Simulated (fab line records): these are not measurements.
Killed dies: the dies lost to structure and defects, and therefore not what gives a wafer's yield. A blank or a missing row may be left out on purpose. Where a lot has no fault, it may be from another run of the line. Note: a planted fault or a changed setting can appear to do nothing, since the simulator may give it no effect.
Chamber matching	flow nandHarc	aldMetal-04 running NHARC_P_CONTACT_ALD_22: 3 sister chambers
The step deposits TiN, target thk 3 nm, pulse time 1 s, ald cycles 150. 3 wafers are shown with their chamber, then 3 later ones without.

EACH WAFER AND ITS CHAMBER
wafer	chamber	heaterPowerW (W)
L148.3	1	1034
L161.3	3	1071
L161.4	0	1121

WAFERS WHOSE CHAMBER IS MISSING
wafer	heaterPowerW (W)
L167.1	1176
L167.6	1068
L166.4	1167

CHAMBER TAKEN BY EACH
wafer	from the rows above	in truth
L167.1	can't be placed: 0 or 3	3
L167.6	can't be placed: 3 or 1 or 0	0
L166.4	can't be placed: 0 or 3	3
Correctly placed: 0 of 3. These rows do not allow placing 3 (true chamber among the candidates in 3). Wrongly placed: 0.
How it was worked out, from the rows above alone: a wafer's distance from a chamber is the root of the sum, over the readings, of the square of ((its reading less the chamber's mean) divided by the reading's scatter). If the next closest chamber is less than 2 further off than the closest, the wafer can't be placed; otherwise it belongs to the closest. A chamber's mean is the mean of its shown wafers. The scatter: with one shown wafer a chamber, the root of the mean of the squares of how far each hidden wafer lies from its nearest shown one.
